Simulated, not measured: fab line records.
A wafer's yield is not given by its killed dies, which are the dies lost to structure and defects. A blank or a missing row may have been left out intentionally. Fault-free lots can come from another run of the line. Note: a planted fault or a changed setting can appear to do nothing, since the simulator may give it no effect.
Split-lot trial -- flow n5_finfet -- route with 1938 steps; 7 lots, 39 wafers read

ABOUT THE SPLIT
At N5_BEOL_M7_DEP_56 (deposits SiCN from 3MS/NH3, target thk 10 nm, time 17.5 s), the setting time_s was moved away from the recipe's 17.5 s on 12 of the 39 wafers read, by -20.2% to +57.7%. All remaining wafers had this setting at the recipe value.

Reading taken at the split's own step.

THE READING
SiCN_of_BEOL_M7_DEP_56.thk_nm (the simulator's own value, which no gauge read), in nm, at N5_BEOL_M7_DEP_56 (deposits SiCN from 3MS/NH3, target thk 10 nm, time 17.5 s). The file gives no usual value for it. Here, 27 wafers ran the recipe; their average is 10.0 nm with a standard deviation of 0.18 nm.

wafer,"tool, chamber at the split","time_s as run, s",against the recipe,"SiCN_of_BEOL_M7_DEP_56.thk_nm, nm",against lot-mates on the recipe
L081.1,"pecvd-02, 1,0",13.96,-20.2%,8,-2.1
L081.2,"pecvd-02, 1,0",13.96,-20.2%,8,-2.1
L081.3,"pecvd-02, 1",17.5,recipe,10,-
L081.5,"pecvd-02, 1",17.5,recipe,10,-
L081.4,"pecvd-02, 0",13.96,-20.2%,8.4,-1.7
L081.6,"pecvd-02, 0",17.5,recipe,10.2,-
L077.1,"pecvd-01, 2,1,2",23.76,+35.8%,13.6,+3.5
L077.3,"pecvd-01, 2,1,2",23.76,+35.8%,13.6,+3.5
L077.5,"pecvd-01, 2,1,2",23.76,+35.8%,13.6,+3.5
L077.2,"pecvd-01, 0",17.5,recipe,10,-
L077.4,"pecvd-01, 0",17.5,recipe,10,-
L077.6,"pecvd-01, 1",17.5,recipe,10.2,-
L083.1,"pecvd-01, 2",27.6,+57.7%,15.4,+5.5
L083.2,"pecvd-01, 1,2",17.5,recipe,9.8,-
L083.4,"pecvd-01, 1,2",17.5,recipe,9.8,-
L083.3,"pecvd-01, 1",17.5,recipe,10.2,-
L083.5,"pecvd-01, 2",27.6,+57.7%,15.8,+5.9
L083.6,"pecvd-01, 1",27.6,+57.7%,15.6,+5.7
L082.1,"pecvd-02, 0,1,0,2",17.5,recipe,9.8,-
L082.2,"pecvd-02, 0,1,0,2",17.5,recipe,9.8,-
L082.5,"pecvd-02, 0,1,0,2",17.5,recipe,9.8,-
L082.6,"pecvd-02, 0,1,0,2",17.5,recipe,9.8,-
L082.3,"pecvd-02, 2",17.5,recipe,9.6,-
L082.4,"pecvd-02, 1",17.5,recipe,10,-
L086.1,"pecvd-02, 0,2",17.5,recipe,10,-
L086.4,"pecvd-02, 0,2",17.5,recipe,10,-
L086.2,"pecvd-02, 2",25.89,+47.9%,14.4,+4.3
L086.3,"pecvd-02, 1",25.89,+47.9%,14.8,+4.7
L086.5,"pecvd-02, 0",17.5,recipe,10.2,-
L086.6,"pecvd-02, 1",25.89,+47.9%,15,+4.9
L088.2,"pecvd-04, 0",17.5,recipe,10.2,-
L088.5,"pecvd-04, 0",17.5,recipe,10.2,-
L088.3,"pecvd-04, 2",17.5,recipe,10,-
L095.1,"pecvd-01, 1,2",17.5,recipe,10,-
L095.2,"pecvd-01, 1,2",17.5,recipe,10,-
L095.3,"pecvd-01, 0",17.5,recipe,9.8,-
L095.4,"pecvd-01, 2",17.5,recipe,10.4,-
L095.5,"pecvd-01, 0,1",17.5,recipe,10.2,-
L095.6,"pecvd-01, 0,1",17.5,recipe,10.2,-
Rows listing several chambers each stand for several wafers; the file does not say which wafer went through which chamber.

FIT RESULTS
A straight line over all 39 wafers: SiCN_of_BEOL_M7_DEP_56.thk_nm changes by +0.0975 nm for each +1% of time_s; r = +1.00; the points scatter about the line by 0.19 nm.
The same after taking each lot's own level away (the mean of its wafers on the recipe; 39 wafers): +0.0978 nm for each +1%; r = +1.00; scatter 0.16 nm.
On that fit, the largest move of time_s shifts the reading by 5.6 nm.
Across the lots, their own levels run from 9.80 to 10.13 nm, a range of 1.8 times the standard deviation given above.
Consequently the slope shifts little with the lot-to-lot level, the two slopes agreeing.
Check: with one of the wafers moved furthest among these (+57.7%) left out of the fit, the line predicts +5.68 nm for it against its lot-mates. Against them it came out at +5.47 nm.

ADDITIONAL SPLITS CARRIED BY THESE WAFERS
Other splits were also applied to these wafers ahead of the reading. Each is held against what the fit with the lots' levels taken away leaves over:
other split on the same wafers,wafers away from the commonest value,r with SiCN_of_BEOL_M7_DEP_56.thk_nm (lot level and that fit taken away)
N5_BEOL_M0_SAQP_ETCH_106 target_depth_a,18,-0.09
N5_BEOL_M2_ALD_98 ald_cycles,15,-0.05
N5_BEOL_M6_ILD_DEP_00 time_s,15,+0.06

THE FILE'S OWN FIT
SiCN_of_BEOL_M7_DEP_56.thk_nm changes by +0.0979 nm for each +1% of time_s, r = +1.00.
